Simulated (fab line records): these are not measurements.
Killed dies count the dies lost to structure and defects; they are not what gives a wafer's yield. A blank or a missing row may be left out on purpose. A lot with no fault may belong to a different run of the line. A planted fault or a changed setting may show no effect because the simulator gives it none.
Chamber matching	flow nand_harc	pecvd-02 running NHARC_P_M2_PRE_CLEAN_32: 3 sister chambers
The step time 12 s. 30 wafers are shown with their chamber, then 12 later ones without.

## WAFERS, EACH WITH ITS CHAMBER
wafer	chamber	heater_power_w (W)	susceptor_temp_C (C)
L075.1	0	690	369.86
L075.2	2	549	370.24
L075.4	2	545	370.01
L076.3	1	765	370.14
L076.5	1	770	370.27
L076.6	0	679	370.28
L077.1	1	753	370.01
L077.2	0	700	370.04
L077.3	2	495	370.04
L078.1	1	755	369.73
L078.4	1	802	369.65
L078.5	2	532	369.77
L079.4	0	740	369.93
L079.5	1	693	369.72
L079.6	2	512	370.02
L081.2	1	682	370.25
L081.3	0	730	369.89
L081.6	1	685	370.14
L082.2	0	613	369.75
L082.5	0	633	369.84
L082.6	2	525	369.85
L085.2	0	775	370.38
L085.3	2	466	369.75
L085.4	2	457	370.16
L087.2	2	478	370.34
L087.3	1	789	370.12
L087.4	1	779	369.54
L090.2	2	458	369.57
L090.3	1	772	369.99
L090.6	2	458	370.09

SIGNATURES (means of the wafers above)
reading	chamber 0	chamber 1	chamber 2	scatter within a chamber
heater_power_w	695.00	749.55	497.73	43.9
susceptor_temp_C	369.9962	369.9600	369.9855	0.238
Rule: a wafer's distance from a chamber is the root of the sum, over the readings, of the square of ((its reading less the chamber's mean) divided by the reading's scatter). The wafer belongs to the nearest chamber; if the next one is less than 2 further off, it can't be placed. The scatter: the root of (the sum of the squares of (reading less its chamber's mean) over the shown wafers, divided by (wafers less chambers)).

## WAFERS MISSING THEIR CHAMBER
wafer	heater_power_w (W)	susceptor_temp_C (C)
L093.1	444	369.77
L093.3	710	369.40
L093.5	460	369.95
L094.3	793	369.89
L094.4	458	369.91
L094.5	707	370.15
L095.1	508	370.17
L095.4	786	370.56
L095.5	803	369.78
L097.1	799	370.08
L097.4	806	370.11
L097.5	791	370.23

## THE CHAMBER EACH PASSED THROUGH
wafer	from the rows above	in truth
L093.1	2	2
L093.3	can't be placed: 1 or 0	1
L093.5	2	2
L094.3	can't be placed: 1 or 0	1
L094.4	2	2
L094.5	can't be placed: 0 or 1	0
L095.1	2	2
L095.4	can't be placed: 1 or 0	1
L095.5	can't be placed: 1 or 0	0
L097.1	can't be placed: 1 or 0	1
L097.4	can't be placed: 1 or 0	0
L097.5	can't be placed: 1 or 0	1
Correct placement for 4 of the 12. Can't be placed from these rows: 8 (the true chamber is among the candidates in 8). Number placed wrongly: 0.
